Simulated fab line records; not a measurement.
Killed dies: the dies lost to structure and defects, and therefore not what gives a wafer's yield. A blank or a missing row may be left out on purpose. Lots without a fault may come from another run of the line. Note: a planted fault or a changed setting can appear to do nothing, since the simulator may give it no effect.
Chamber matching    flow n5_finfet    N5_BEOL_M10_STRIP_36 on rie_diel-03 has 4 sister chambers
The step strips in N2/H2. 14 wafers are shown with their chamber, then 7 later ones without.

## WAFERS WITH THEIR CHAMBER
wafer   chamber  showerhead_plenum_p_Torr (Torr)  drypump_motor_current_A (A)  throttle_valve_pct (%)
L076.2  3        2.55                             6.4                          23.56
L076.4  2        2.60                             5.5                          24.20
L076.6  3        2.55                             6.4                          23.56
L077.2  1        2.49                             6.5                          23.80
L077.3  2        2.60                             5.5                          24.24
L077.5  3        2.55                             6.3                          23.55
L078.2  3        2.55                             6.3                          23.51
L078.3  1        2.49                             6.5                          23.84
L078.4  2        2.60                             5.5                          24.26
L081.3  1        2.49                             6.5                          23.84
L081.4  0        2.56                             5.7                          24.06
L081.6  1        2.49                             6.6                          23.84
L082.1  0        2.56                             5.7                          24.06
L082.2  3        2.54                             6.3                          23.55

SIGNATURES, as means of the wafers listed above
reading                   chamber 0  chamber 1  chamber 2  chamber 3  scatter within a chamber
showerhead_plenum_p_Torr  2.5600     2.4900     2.6000     2.5480     0.00283
drypump_motor_current_A   5.700      6.525      5.500      6.340      0.0442
throttle_valve_pct        24.0600    23.8300    24.2333    23.5460    0.0219
Rule: a wafer's distance from a chamber is the root of the sum, over the readings, of the square of ((its reading less the chamber's mean) divided by the reading's scatter). If the next closest chamber is less than 2 further off than the closest, the wafer can't be placed; otherwise it belongs to the closest. The scatter: the root of (the sum of the squares of (reading less its chamber's mean) over the shown wafers, divided by (wafers less chambers)).

## WAFERS WITHOUT THEIR CHAMBER
wafer   showerhead_plenum_p_Torr (Torr)  drypump_motor_current_A (A)  throttle_valve_pct (%)
L082.3  2.49                             6.5                          23.86
L082.4  2.54                             6.3                          23.59
L082.5  2.49                             6.5                          23.84
L082.6  2.56                             5.8                          24.10
L096.1  2.47                             6.5                          23.90
L096.3  2.59                             5.5                          24.08
L096.5  2.47                             6.5                          23.90

## THE CHAMBER EACH PASSED THROUGH
wafer   from the rows above  in truth
L082.3  1                    1
L082.4  3                    3
L082.5  1                    1
L082.6  0                    0
L096.1  1                    1
L096.3  2                    2
L096.5  1                    1
Placed correctly: 7 of 7. Not placeable from these rows: 0. 0 placed wrongly.
